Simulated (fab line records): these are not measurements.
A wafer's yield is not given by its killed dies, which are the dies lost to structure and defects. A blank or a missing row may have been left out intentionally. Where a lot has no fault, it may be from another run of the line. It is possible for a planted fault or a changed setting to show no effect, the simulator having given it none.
Problem report in the 8D (eight disciplines) form, filled by code + flow n5Finfet + the parts of the form that need people (team, actions taken, sign-off) are left out

== 1. PROBLEM STATEMENT ==
M13_ILD_THK at N5_BEOL_M13_THK_MEAS_01 reads a mean of 708 nm on 1 wafer of 1 lot; wafers without a fault read 837 nm with a standard deviation of 9.4. Measured from the usual mean, that is -14 standard deviations.
The first sign was on wafer L651.1 at day 17 04:39, on filmMetro-01. At this step, 28 wafers from 10 lots have a number in the record. Rule for "out" (also "out of limits"): further than 4 standard deviations from the usual mean. All remaining wafers that have a number are taken as sound.

== 2. WHAT IT IS; WHAT IT IS NOT ==
| question                    | is                     | is not                                                                          |
|-----------------------------|------------------------|---------------------------------------------------------------------------------|
| which readings at this step | M13_ILD_THK            | -                                                                               |
| which lots                  | L651                   | L633, L635, L636, L637, L645, L649, L652, L655, L656                            |
| which wafers of those lots  | all that have a number | -                                                                               |
| read on which gauges        | filmMetro-01           | filmMetro-02                                                                    |
| when                        | from day 17 04:39      | up to then (18 sound wafers); but 9 sound wafers of L652, L655, L656 came after |

== 3. WHAT RULES OUT EACH SUSPECT ==
Counting: a tool at any process step up to the reading remains a suspect when it ran all the lots that are out and ran no sound lot after the first of those.
- ruled out: the gauge at N5_BEOL_M13_THK_MEAS_01. All the wafers that are out were read on filmMetro-01, but those of them that N5_BEOL_M13_STRIP_63 has rows for are out there too, on other tools.
- rieDiel-01 at N5_BEOL_M12_DESCUM_33 (chemistry O2, time 7.9 s): ruled out as a lasting fault. Sound lots L656 ran on it after its first lot that is out, L651 (day 16 22:34).
- pvdSputter-03 at N5_BEOL_M12_SPUTTER_45 (material Cu, target thk 80 nm, time 13.33 s): ruled out as a lasting fault. Sound lots L655 ran on it after its first lot that is out, L651 (day 17 03:28).
- pecvd-03 at N5_BEOL_M13_ILD_DEP_00 (deposits SiOC from DEMS/O2, target thk 837.92 nm, time 166.4 s): kept. It ran the lot that is out, L651 (day 17 04:30), and no sound lot after that; its last sound lot up to then is L649 (day 14 23:17).
Remaining after the count: pecvd-03 at N5_BEOL_M13_ILD_DEP_00.

== 4. THE CAUSE (what the simulator had put in) ==
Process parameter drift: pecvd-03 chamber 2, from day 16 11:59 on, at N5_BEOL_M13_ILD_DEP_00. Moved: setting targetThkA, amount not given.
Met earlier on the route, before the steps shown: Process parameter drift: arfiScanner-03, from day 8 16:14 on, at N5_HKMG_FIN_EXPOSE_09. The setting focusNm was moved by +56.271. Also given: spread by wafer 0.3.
After counting, this tool was the only one left.

== 5. SEQUENCE OF EFFECTS, ordered by route ==
Rows list readings where the struck wafers' mean (over those with a number) sits beyond 3 standard deviations from the usual. Scope: only readings with a usual standard deviation given in the record; hours: median across lots of the time from each lot's start at the first step in this table that gives one to its start at this step; sigmas: change in usual standard deviations.
| hours | step                    | reading              | usual      | on struck wafers | change | sigmas |
|-------|-------------------------|----------------------|------------|------------------|--------|--------|
| 0     | N5_BEOL_M13_THK_MEAS_01 | M13_ILD_THK          | 837 nm     | 708              | -129   | -14    |
| 1     | N5_BEOL_M13_STRIP_63    | oesProductAu         | 0.674 a.u. | 0.696            | +0.022 | +4.2   |
| 1     | N5_BEOL_M13_STRIP_63    | stripTimeToEndpointS | 28.0 s     | 39.8             | +11.8  | +11    |
Here are the process steps it includes:
- N5_BEOL_M13_STRIP_63: strips in N2/H2.
Later steps that measure or inspect, where all struck wafers having a row at the step show a number for every such reading and not one has moved that far: N5_BEOL_M13_CD_MEAS_10.

== 6. HOW IT WOULD HAVE BEEN CAUGHT EARLIER ==
Counted from the fault's start at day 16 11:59, it took 17 hours until the first out-of-limits reading at a measuring or inspecting step in this record, taken at day 17 04:39.
An alarm limit of 4 standard deviations would not have fired on the tool readings at N5_BEOL_M13_ILD_DEP_00 for which the record gives a usual standard deviation, since none of them was out on any struck wafer.
Lots out: 1; all had begun N5_BEOL_M13_ILD_DEP_00 on pecvd-03 by day 17 04:39. None of them would have been spared by holding the tool at that moment.
